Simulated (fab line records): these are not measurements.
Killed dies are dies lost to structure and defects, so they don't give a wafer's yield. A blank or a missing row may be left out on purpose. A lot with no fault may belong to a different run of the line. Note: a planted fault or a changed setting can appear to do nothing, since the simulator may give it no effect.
A struck lot beside a sound one -- flow n5 finfet -- 14 steps out of a route of 1938
Sound: these wafers, L614.3, L614.4, L614.6. Struck: wafer L618.2. (L618.3 of the same lot was not struck and is left out.) The cause comes at the end.
Per side, at each step with rows, come the tool, then ch with its chambers, and then its first start. Under that, the readings that differ: sound wafers -- struck wafers -- difference of the means -- sigmas: that difference in standard deviations of wafers without a fault.
alike: same words and numbers on both sides, and readings whose means sit less than 2 such deviations apart. not compared: any withheld reading, any reading some wafer has no value for, any bound like >300 that may hide the same value, and any number with overlapping values for which the record gives no deviation.
The two part at a step that has a row with sigmas, a row that says differs or no value, or rows on one side only. When numbers do not overlap yet have no deviation, they are printed without sigmas and do not part them. A reading that every wafer of one side lacks parts them only if that side has two wafers or more.

N5_BEOL_M15_SPUTTER_45: material Cu, target thk 100 nm, time 16.67 s.
  sound on pvd sputter-03, day 12 04:31; struck on pvd sputter-02, day 12 19:14
  alike: chuck sensor temp C, throttle valve pct
then, 1 step without rows for these wafers: N5_BEOL_M15_ECD_47 (material Cu, target thk 1860 nm).
N5_BEOL_M15_ANNEAL_48: time 90 s.
  sound on rtp anneal-02 ch 0, day 12 04:58; struck on rtp anneal-02 ch 0, day 12 19:38
  alike: anneal temp c, wafer_temp_C_max
then, 1 step without rows for these wafers: N5_BEOL_M15_CMP_49 (polishes, stops on SiO2, t overpolish 4.9 s, target thk 850 nm).
N5_BEOL_M15_THK_MEAS_50: measures by xrf.
  sound on film metro-01, day 12 05:28; struck on film metro-01, day 12 20:12
  alike: M15_THK
then, 1 step without rows for these wafers: N5_BEOL_M15_PRE_CLEAN_52 (time 15 s).
N5_BEOL_M15_DEP_53: deposits SiCN from 3MS/NH3, target thk 50 nm, time 17.8 s.
  sound on pecvd-03 ch 1,2, day 12 05:32; struck on pecvd-04 ch 2, day 12 20:16
  alike: showerhead plenum p Torr, throttle valve pct
N5_BEOL_M15_RS_MEAS_54: measures by four-point-probe.
  sound on film metro-01, day 12 05:36; struck on film metro-02, day 12 20:20
  alike: M15_RS
N5_BEOL_M15_INSPECT_55: inspects for defects (darkfield).
  sound on defect inspect-01, day 12 05:37; struck on defect inspect-01, day 12 20:21
  alike: raw defect count
N5_BEOL_M15_RC_MEAS_101:
  sound on prober-02 ch 0, day 12 05:58; struck on prober-02 ch 0, day 12 20:32
reading,sound,struck,difference,sigmas
COMB_M11 (S/m),1.75e-11 1.07e-11 1.11e-11,2.12e-11,+8.10e-12,+3
COMB_M11_max_site (S/m),2.5e-11 1.7e-11 1.9e-11,4.1e-11,+2.1e-11,+4
COMB_M14 (S/m),2.2e-12 2e-12 1.6e-12,4.6e-12,+2.7e-12,+3
COMB_M15 (S/m),1.7e-12 1.5e-12 1.3e-12,2.7e-12,+1.2e-12,+2
  alike: COMB_M10, COMB_M12, COMB_M13, COMB_M5, COMB_M6, COMB_M7, COMB_M7_max_site, COMB_M8, COMB_M8_max_site, COMB_M9, SERP_M10, SERP_M11, SERP_M12, SERP_M13, SERP_M13_max_site, SERP_M14, SERP_M5, SERP_M6, SERP_M7, SERP_M8, SERP_M9
N5_PASSIVATION_PECVD_00: deposits SiO2 from SiH4/N2O, target thk 200 nm, time 11.2 s.
  sound on pecvd-02 ch 0,2, day 12 06:37; struck on pecvd-04 ch 1, day 12 21:20
  alike: heater power w, showerhead plenum p Torr, throttle valve pct
then, 1 step without rows for these wafers: N5_MIM_BOT_DEGAS_01 (time 60 s).
N5_MIM_BOT_SPUTTER_00: material TiN, target thk 35 nm, time 89.7 s.
  sound on pvd sputter-01, day 12 07:36; struck on pvd sputter-02, day 13 00:59
reading,sound,struck,difference,sigmas
throttle valve pct (%),30.8 32.0 31.1,29.0,-2.3,-3
model.TiN_of_MIM_BOT_SPUTTER_00.thk nm (nm),35.2 35 34.8,24.2,-10.8,
N5_MIM_TOP_ALD_00: deposits Al2O3, purge time 3 s, co reactant pulse time 3 s.
  sound on ald hk-01 ch 0,1, day 12 07:42; struck on ald hk-02 ch 3, day 13 01:05
  alike: precursor pulse height rel

WHERE THEY PART
Last at N5_MIM_BOT_SPUTTER_00 as far as this record goes, first at N5_BEOL_M15_RC_MEAS_101. Later steps at which nothing parts them and some readings are alike: N5_MIM_TOP_ALD_00.

WHY: what had been put in by the simulator
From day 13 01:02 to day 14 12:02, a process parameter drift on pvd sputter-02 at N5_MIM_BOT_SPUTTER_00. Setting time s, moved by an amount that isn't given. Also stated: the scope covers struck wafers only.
